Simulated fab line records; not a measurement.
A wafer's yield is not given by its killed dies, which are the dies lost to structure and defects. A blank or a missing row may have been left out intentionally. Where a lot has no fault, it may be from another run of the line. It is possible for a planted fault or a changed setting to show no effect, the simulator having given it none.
What tool caused it? :: flow n5-finfet :: Sampling: 10 lots, 30 wafers, 5 of 1938 route steps

## WHAT THE GAUGES READ, wafer by wafer
N5_BEOL_M4_RC_MEAS_101.
lot: L983
measured: day 9 17:53
on: prober-01
COMB_M4_max_site (S/m): 9.8e-11 6.3e-11 1.21e-10
DIBL_N (mV/V): 36.5 32.5 35.6
DIBL_P (mV/V): 36.8 32.0 36.5
IOFF_N (nA/um): 0.156 0.103 0.150
IOFF_P (nA/um): 0.193 0.136 0.190
ION_N (uA/um): 678 649 675
ION_P (uA/um): 461 447 466
SS_N (mV/dec): 72.2 70.9 71.2
SS_P (mV/dec): 73.0 71.8 74.1
VT_N (mV): 253 258 250
VT_P (mV): -252 -258 -254

lot: L985
measured: day 10 07:59
on: prober-02
COMB_M4_max_site (S/m): 7.4e-11 9.4e-11 1.19e-10
DIBL_N (mV/V): 36.1 36.0 37.7
DIBL_P (mV/V): 36.4 36.0 37.8
IOFF_N (nA/um): 0.148 0.150 0.173
IOFF_P (nA/um): 0.197 0.196 0.228
ION_N (uA/um): 663 671 666
ION_P (uA/um): 452 462 457
SS_N (mV/dec): 71.0 71.1 72.4
SS_P (mV/dec): 73.3 73.4 74.0
VT_N (mV): 252 253 247
VT_P (mV): -252 -255 -250

lot: L986
measured: day 10 23:08
on: prober-02
COMB_M4_max_site (S/m): 1.55e-10 8.3e-11 5.6e-11
DIBL_N (mV/V): 36.3 35.5 35.1
DIBL_P (mV/V): 39.2 38.0 37.0
IOFF_N (nA/um): 0.181 0.148 0.158
IOFF_P (nA/um): 0.208 0.189 0.186
ION_N (uA/um): 679 659 675
ION_P (uA/um): 459 453 458
SS_N (mV/dec): 71.7 72.0 71.8
SS_P (mV/dec): 73.6 73.9 72.7
VT_N (mV): 248 249 252
VT_P (mV): -252 -253 -253

lot: L987
measured: day 11 04:16
on: prober-02
COMB_M4_max_site (S/m): 9.5e-11 7.6e-11 7.2e-11
DIBL_N (mV/V): 36.4 37.6 34.9
DIBL_P (mV/V): 35.5 37.3 33.0
IOFF_N (nA/um): 0.157 0.187 0.123
IOFF_P (nA/um): 0.188 0.220 0.159
ION_N (uA/um): 673 688 658
ION_P (uA/um): 457 463 450
SS_N (mV/dec): 71.0 71.5 70.8
SS_P (mV/dec): 72.8 73.7 73.2
VT_N (mV): 251 246 256
VT_P (mV): -249 -249 -253

lot: L988
measured: day 11 08:04
on: prober-02
COMB_M4_max_site (S/m): 1.07e-10 6.5e-11 8e-11
DIBL_N (mV/V): 33.9 31.8 34.2
DIBL_P (mV/V): 32.9 31.0 33.7
IOFF_N (nA/um): 0.125 0.097 0.125
IOFF_P (nA/um): 0.150 0.135 0.157
ION_N (uA/um): 669 644 662
ION_P (uA/um): 448 443 453
SS_N (mV/dec): 71.4 69.8 71.0
SS_P (mV/dec): 72.4 72.2 72.5
VT_N (mV): 255 256 253
VT_P (mV): -255 -257 -254

lot: L994
measured: day 12 22:44
on: prober-02
COMB_M4_max_site (S/m): 4.59e-10 4.2e-10 3.87e-10
DIBL_N (mV/V): 37.4 32.9 36.3
DIBL_P (mV/V): 38.0 32.1 35.2
IOFF_N (nA/um): 0.163 0.104 0.139
IOFF_P (nA/um): 0.246 0.162 0.201
ION_N (uA/um): 681 668 664
ION_P (uA/um): 466 461 467
SS_N (mV/dec): 70.8 70.4 70.6
SS_P (mV/dec): 73.6 72.0 72.2
VT_N (mV): 250 254 253
VT_P (mV): -247 -252 -251

lot: L998
measured: day 14 01:52
on: prober-02
COMB_M4_max_site (S/m): 1.04e-10 5.6e-11 6.6e-11
DIBL_N (mV/V): 36.2 37.0 35.2
DIBL_P (mV/V): 37.5 36.5 35.8
IOFF_N (nA/um): 0.165 0.162 0.137
IOFF_P (nA/um): 0.234 0.206 0.201
ION_N (uA/um): 667 678 659
ION_P (uA/um): 458 464 459
SS_N (mV/dec): 71.4 71.6 71.2
SS_P (mV/dec): 74.2 73.9 73.3
VT_N (mV): 244 249 250
VT_P (mV): -247 -249 -250

lot: L997
measured: day 14 05:40
on: prober-01
COMB_M4_max_site (S/m): 5.64e-10 3.86e-10 5.74e-10
DIBL_N (mV/V): 38.3 36.9 37.8
DIBL_P (mV/V): 35.3 34.6 34.8
IOFF_N (nA/um): 0.186 0.161 0.171
IOFF_P (nA/um): 0.213 0.204 0.199
ION_N (uA/um): 669 677 688
ION_P (uA/um): 456 466 464
SS_N (mV/dec): 72.2 71.9 72.1
SS_P (mV/dec): 73.8 73.9 73.1
VT_N (mV): 247 249 248
VT_P (mV): -252 -251 -250

lot: L101
measured: day 14 15:12
on: prober-02
COMB_M4_max_site (S/m): 6.4e-11 6.4e-11 4.4e-11
DIBL_N (mV/V): 36.4 35.6 38.0
DIBL_P (mV/V): 34.8 34.5 37.2
IOFF_N (nA/um): 0.156 0.137 0.190
IOFF_P (nA/um): 0.168 0.160 0.194
ION_N (uA/um): 648 665 679
ION_P (uA/um): 436 450 455
SS_N (mV/dec): 72.4 71.5 72.3
SS_P (mV/dec): 73.4 73.4 74.3
VT_N (mV): 254 251 248
VT_P (mV): -253 -254 -253

lot: L106
measured: day 15 13:35
on: prober-02
COMB_M4_max_site (S/m): 1e-10 1.11e-10 8.9e-11
DIBL_N (mV/V): 36.4 32.1 38.1
DIBL_P (mV/V): 37.8 30.6 38.0
IOFF_N (nA/um): 0.167 0.103 0.195
IOFF_P (nA/um): 0.192 0.114 0.186
ION_N (uA/um): 676 649 674
ION_P (uA/um): 457 443 452
SS_N (mV/dec): 71.4 70.6 72.7
SS_P (mV/dec): 73.8 71.6 73.5
VT_N (mV): 247 255 247
VT_P (mV): -252 -260 -255

## WHAT TOOL EACH LOT RAN ON (gives the tool, then ch and the chambers of the sampled wafers, and finally the start)
lot: L983
N5_BEOL_M4_ALD_84: ald-metal-03 ch 0,2,3, day 9 14:12
N5_BEOL_M4_SPUTTER_90: pvd-sputter-01, day 9 16:08
N5_BEOL_M4_SPUTTER_96: pvd-sputter-01, day 9 16:47
N5_BEOL_M4_ANNEAL_51: rtp-anneal-01 ch 0, day 9 16:59

lot: L985
N5_BEOL_M4_ALD_84: ald-metal-04 ch 0,2,3, day 10 04:40
N5_BEOL_M4_SPUTTER_90: pvd-sputter-03, day 10 06:12
N5_BEOL_M4_SPUTTER_96: pvd-sputter-03, day 10 06:52
N5_BEOL_M4_ANNEAL_51: rtp-anneal-02 ch 0, day 10 07:04

lot: L986
N5_BEOL_M4_ALD_84: ald-metal-04 ch 0,1,3, day 10 19:26
N5_BEOL_M4_SPUTTER_90: pvd-sputter-02, day 10 21:21
N5_BEOL_M4_SPUTTER_96: pvd-sputter-02, day 10 22:01
N5_BEOL_M4_ANNEAL_51: rtp-anneal-02 ch 0, day 10 22:13

lot: L987
N5_BEOL_M4_ALD_84: ald-metal-04 ch 0,1,3, day 10 22:45
N5_BEOL_M4_SPUTTER_90: pvd-sputter-03, day 11 02:19
N5_BEOL_M4_SPUTTER_96: pvd-sputter-03, day 11 02:58
N5_BEOL_M4_ANNEAL_51: rtp-anneal-02 ch 0, day 11 03:10

lot: L988
N5_BEOL_M4_ALD_84: ald-metal-04 ch 1,2,3, day 11 04:39
N5_BEOL_M4_SPUTTER_90: pvd-sputter-01, day 11 06:19
N5_BEOL_M4_SPUTTER_96: pvd-sputter-01, day 11 06:58
N5_BEOL_M4_ANNEAL_51: rtp-anneal-01 ch 0, day 11 07:10

lot: L994
N5_BEOL_M4_ALD_84: ald-metal-04 ch 1,3, day 12 19:13
N5_BEOL_M4_SPUTTER_90: pvd-sputter-03, day 12 20:49
N5_BEOL_M4_SPUTTER_96: pvd-sputter-03, day 12 21:28
N5_BEOL_M4_ANNEAL_51: rtp-anneal-02 ch 0, day 12 21:43

lot: L998
N5_BEOL_M4_ALD_84: ald-metal-02 ch 0,1,2, day 13 21:57
N5_BEOL_M4_SPUTTER_90: pvd-sputter-01, day 13 23:56
N5_BEOL_M4_SPUTTER_96: pvd-sputter-01, day 14 00:35
N5_BEOL_M4_ANNEAL_51: rtp-anneal-01 ch 0, day 14 00:51

lot: L997
N5_BEOL_M4_ALD_84: ald-metal-04 ch 0,2,3, day 14 00:56
N5_BEOL_M4_SPUTTER_90: pvd-sputter-02, day 14 03:55
N5_BEOL_M4_SPUTTER_96: pvd-sputter-02, day 14 04:34
N5_BEOL_M4_ANNEAL_51: rtp-anneal-01 ch 0, day 14 04:46

lot: L101
N5_BEOL_M4_ALD_84: ald-metal-03 ch 0,3, day 14 11:52
N5_BEOL_M4_SPUTTER_90: pvd-sputter-02, day 14 13:26
N5_BEOL_M4_SPUTTER_96: pvd-sputter-02, day 14 14:06
N5_BEOL_M4_ANNEAL_51: rtp-anneal-01 ch 0, day 14 14:17

lot: L106
N5_BEOL_M4_ALD_84: ald-metal-03 ch 0,2, day 15 08:13
N5_BEOL_M4_SPUTTER_90: pvd-sputter-01, day 15 11:36
N5_BEOL_M4_SPUTTER_96: pvd-sputter-01, day 15 12:16
N5_BEOL_M4_ANNEAL_51: rtp-anneal-02 ch 0, day 15 12:30
- N5_BEOL_M4_ALD_84: deposits TaN, pulse time 2 s, purge time 3 s, co reactant purge time 2 s.
- N5_BEOL_M4_SPUTTER_90: material Cu, target thk 4.5 nm, time 8.29 s.
- N5_BEOL_M4_SPUTTER_96: material Cu, target thk 4.5 nm, time 8.29 s.
- N5_BEOL_M4_ANNEAL_51: time 90 s.

## AS READ BY THE TOOLS THEMSELVES (means over the sampled wafers that have a number; for cases with no such wafer, the mark the record gives instead)
N5_BEOL_M4_ALD_84.
lot: L983
tool: ald-metal-03
heater-power-w (W): 449
susceptor-temp-C (C): 274.98

lot: L985
tool: ald-metal-04
heater-power-w (W): 471
susceptor-temp-C (C): 274.89

lot: L986
tool: ald-metal-04
heater-power-w (W): 470
susceptor-temp-C (C): 274.93

lot: L987
tool: ald-metal-04
heater-power-w (W): 472
susceptor-temp-C (C): 275.03

lot: L988
tool: ald-metal-04
heater-power-w (W): 432
susceptor-temp-C (C): 275.10

lot: L994
tool: ald-metal-04
heater-power-w (W): 464
susceptor-temp-C (C): 274.98

lot: L998
tool: ald-metal-02
heater-power-w (W): 397
susceptor-temp-C (C): 274.99

lot: L997
tool: ald-metal-04
heater-power-w (W): 472
susceptor-temp-C (C): 275.04

lot: L101
tool: ald-metal-03
heater-power-w (W): 434
susceptor-temp-C (C): 275.02

lot: L106
tool: ald-metal-03
heater-power-w (W): 467
susceptor-temp-C (C): 274.91

N5_BEOL_M4_SPUTTER_90.
lot: L983
tool: pvd-sputter-01
susceptor-temp-C (C): -20.07
throttle-valve-pct (%): 30.5

lot: L985
tool: pvd-sputter-03
susceptor-temp-C (C): -20.00
throttle-valve-pct (%): 29.4

lot: L986
tool: pvd-sputter-02
susceptor-temp-C (C): -20.08
throttle-valve-pct (%): 31.3

lot: L987
tool: pvd-sputter-03
susceptor-temp-C (C): -20.04
throttle-valve-pct (%): 30.2

lot: L988
tool: pvd-sputter-01
susceptor-temp-C (C): -19.99
throttle-valve-pct (%): 29.2

lot: L994
tool: pvd-sputter-03
susceptor-temp-C (C): -20.04
throttle-valve-pct (%): 30.1

lot: L998
tool: pvd-sputter-01
susceptor-temp-C (C): -20.03
throttle-valve-pct (%): 28.9

lot: L997
tool: pvd-sputter-02
susceptor-temp-C (C): -19.96
throttle-valve-pct (%): 29.6

lot: L101
tool: pvd-sputter-02
susceptor-temp-C (C): -20.10
throttle-valve-pct (%): 31.0

lot: L106
tool: pvd-sputter-01
susceptor-temp-C (C): -20.00
throttle-valve-pct (%): 29.5

N5_BEOL_M4_SPUTTER_96.
lot: L983
tool: pvd-sputter-01
susceptor-temp-C (C): -20.10
throttle-valve-pct (%): 30.5

lot: L985
tool: pvd-sputter-03
susceptor-temp-C (C): -20.11
throttle-valve-pct (%): 29.7

lot: L986
tool: pvd-sputter-02
susceptor-temp-C (C): -19.96
throttle-valve-pct (%): 31.3

lot: L987
tool: pvd-sputter-03
susceptor-temp-C (C): -20.02
throttle-valve-pct (%): 30.1

lot: L988
tool: pvd-sputter-01
susceptor-temp-C (C): -19.92
throttle-valve-pct (%): 29.1

lot: L994
tool: pvd-sputter-03
susceptor-temp-C (C): -19.93
throttle-valve-pct (%): 30.1

lot: L998
tool: pvd-sputter-01
susceptor-temp-C (C): -19.92
throttle-valve-pct (%): 29.0

lot: L997
tool: pvd-sputter-02
susceptor-temp-C (C): -20.06
throttle-valve-pct (%): 29.7

lot: L101
tool: pvd-sputter-02
susceptor-temp-C (C): -19.94
throttle-valve-pct (%): 31.1

lot: L106
tool: pvd-sputter-01
susceptor-temp-C (C): -19.99
throttle-valve-pct (%): 29.4

N5_BEOL_M4_ANNEAL_51.
lot: L983
tool: rtp-anneal-01
anneal-temp-c (C): 225.01
wafer_temp_C_max: 226.03

lot: L985
tool: rtp-anneal-02
anneal-temp-c (C): 225.07
wafer_temp_C_max: 225.93

lot: L986
tool: rtp-anneal-02
anneal-temp-c (C): 224.87
wafer_temp_C_max: 225.89

lot: L987
tool: rtp-anneal-02
anneal-temp-c (C): 225.13
wafer_temp_C_max: 225.71

lot: L988
tool: rtp-anneal-01
anneal-temp-c (C): 224.84
wafer_temp_C_max: 226.22

lot: L994
tool: rtp-anneal-02
anneal-temp-c (C): 224.99
wafer_temp_C_max: 226.03

lot: L998
tool: rtp-anneal-01
anneal-temp-c (C): 225.08
wafer_temp_C_max: 226.12

lot: L997
tool: rtp-anneal-01
anneal-temp-c (C): 225.08
wafer_temp_C_max: 226.09

lot: L101
tool: rtp-anneal-01
anneal-temp-c (C): 224.77
wafer_temp_C_max: 225.89

lot: L106
tool: rtp-anneal-02
anneal-temp-c (C): 224.98
wafer_temp_C_max: 226.13

## THE ANSWER, worked out from the rows above alone
Rule: the usual values come from the lots themselves. The widest of any qualifying gaps counts: lots, ordered by their means at a reading, are off when they make up no more than a third of the lots, leave a main group of 4 or more, and stand apart from it by 3 or more times the standard deviation of that group's means. The tables above print the reading to a certain number of digits; a main group whose means all agree to those digits is not used. A lot without any number at a reading at which 4 lots or more have one is off too. Where the step has rows for the other lots, those lots are counted as sound. After the gauges, taken in route order, come the tools' own readings; for these a lot's mean is taken, as printed above. The first step at which some lot is off is used, and at that step the reading that is off furthest; a lot without a number counts as furthest.
Off: L994, L997, at N5_BEOL_M4_RC_MEAS_101 (COMB_M4_max_site). The main group: mean 8.6e-11 S/m, standard deviation 1.4e-11.
If a tool, at a process step before that reading, ran all the lots that are off and no sound lot after the first of them, it fits. Those tools and the gauges at N5_BEOL_M4_RC_MEAS_101 are tried in the same way. One fits: N5_BEOL_M4_ALD_84 on ald-metal-04. A fault onset in the window from L988 (day 11 04:39, its last sound lot) to L994 (day 12 19:13, its first lot off) fits.

## WHAT HAD BEEN PUT IN BY THE SIMULATOR
Site profile drift: ald-metal-04, from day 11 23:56 on, at N5_BEOL_M4_ALD_84. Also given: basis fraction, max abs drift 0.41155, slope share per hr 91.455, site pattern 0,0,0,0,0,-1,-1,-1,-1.
Lots struck among those shown: L994, L997. The rule above found the same.
